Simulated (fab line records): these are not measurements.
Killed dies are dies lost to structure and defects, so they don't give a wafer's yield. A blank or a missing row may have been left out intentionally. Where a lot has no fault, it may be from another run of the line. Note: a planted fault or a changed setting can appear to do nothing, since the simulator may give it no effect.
Chamber matching + flow n5Finfet + N5_SPACER0_ALD_07 on aldSin-01 has 4 sister chambers
The step deposits SiNx, target thk 2 nm. 4 wafers are shown with their chamber, then 10 later ones without.

## WAFERS PAIRED WITH THEIR CHAMBERS
| wafer  | chamber | heaterPowerW (W) |
|--------|---------|------------------|
| L083.1 | 3       | 806              |
| L083.2 | 0       | 686              |
| L084.3 | 2       | 852              |
| L084.5 | 1       | 767              |

## WAFERS WITH NO CHAMBER GIVEN
| wafer  | heaterPowerW (W) |
|--------|------------------|
| L084.6 | 816              |
| L086.1 | 801              |
| L086.2 | 817              |
| L086.3 | 707              |
| L089.3 | 814              |
| L089.5 | 806              |
| L089.6 | 777              |
| L097.1 | 804              |
| L097.4 | 707              |
| L097.5 | 826              |

## WHICH CHAMBER EACH ONE RAN IN
| wafer  | from the rows above     | in truth                   |
|--------|-------------------------|----------------------------|
| L084.6 | can't be placed: 3 or 2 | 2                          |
| L086.1 | 3                       | 3                          |
| L086.2 | can't be placed: 3 or 2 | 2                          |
| L086.3 | 0                       | 0                          |
| L089.3 | 3                       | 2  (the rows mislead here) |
| L089.5 | 3                       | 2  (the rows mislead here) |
| L089.6 | can't be placed: 1 or 3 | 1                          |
| L097.1 | 3                       | 3                          |
| L097.4 | 0                       | 0                          |
| L097.5 | can't be placed: 3 or 2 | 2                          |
4 of 10 placed correctly. Cannot be placed on the basis of these rows: 4; the candidates contain the true chamber in 4. Wrongly placed: 2.
How it was worked out, from the rows above alone: a wafer's distance from a chamber is the root of the sum, over the readings, of the square of ((its reading less the chamber's mean) divided by the reading's scatter). The wafer belongs to the nearest chamber; if the next one is less than 2 further off, it can't be placed. The mean given for a chamber averages the wafers shown for that chamber. The scatter: root of mean squared gap, hidden wafer to nearest shown wafer, with one shown wafer a chamber.
